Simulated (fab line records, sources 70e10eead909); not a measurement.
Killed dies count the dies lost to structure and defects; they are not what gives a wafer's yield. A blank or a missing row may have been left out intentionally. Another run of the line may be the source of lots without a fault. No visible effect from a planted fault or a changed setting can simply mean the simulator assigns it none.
Matching of chambers    flow nandHarc    aldHk-02 running NHARC_A_WL_FILL_ALD_10: 4 sister chambers
The step deposits SiO2, target thk 50 nm, pulse time 10 s, ald cycles 500. 14 wafers are shown with their chamber, then 6 later ones without.

## WAFERS PAIRED WITH THEIR CHAMBERS
wafer   chamber  heaterPowerW (W)  precursorPulseHeightRel
L519.2  3        560               0.969
L519.4  1        403               1.021
L519.6  2        455               0.966
L521.1  3        576               0.970
L521.4  0        431               1.028
L521.5  1        424               1.016
L523.2  1        417               1.043
L523.5  0        428               0.981
L523.6  3        585               0.997
L525.2  2        472               0.983
L525.4  3        569               1.007
L525.5  2        481               1.064
L528.1  1        420               1.002
L528.5  3        577               0.942

SIGNATURES (means of the wafers above)
reading                  chamber 0  chamber 1  chamber 2  chamber 3  scatter within a chamber
heaterPowerW             429.50     416.00     469.33     573.40     9.78
precursorPulseHeightRel  1.00450    1.02050    1.00433    0.97700    0.0318
Rule: a wafer lies at a distance from a chamber equal to the root of the sum of squares, over the readings, of (its reading less the chamber's mean, divided by the reading's scatter). If the next closest chamber is less than 2 further off than the closest, the wafer can't be placed; otherwise it belongs to the closest. The scatter is the square root of a quotient: the sum, over the shown wafers, of each reading's squared deviation from its chamber's mean, divided by wafers minus chambers.

## WAFERS MISSING THEIR CHAMBER
wafer   heaterPowerW (W)  precursorPulseHeightRel
L528.6  426               0.979
L530.5  461               1.009
L530.6  576               1.014
L531.1  420               0.973
L531.3  437               1.000
L531.5  419               0.985

## EACH ONE'S CHAMBER
wafer   from the rows above      in truth
L528.6  can't be placed: 0 or 1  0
L530.5  2                        2
L530.6  3                        3
L531.1  can't be placed: 0 or 1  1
L531.3  can't be placed: 0 or 1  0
L531.5  can't be placed: 1 or 0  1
Placed correctly: 2 of 6. Can't be placed from these rows: 4 (the true chamber is among the candidates in 4). Number placed wrongly: 0.
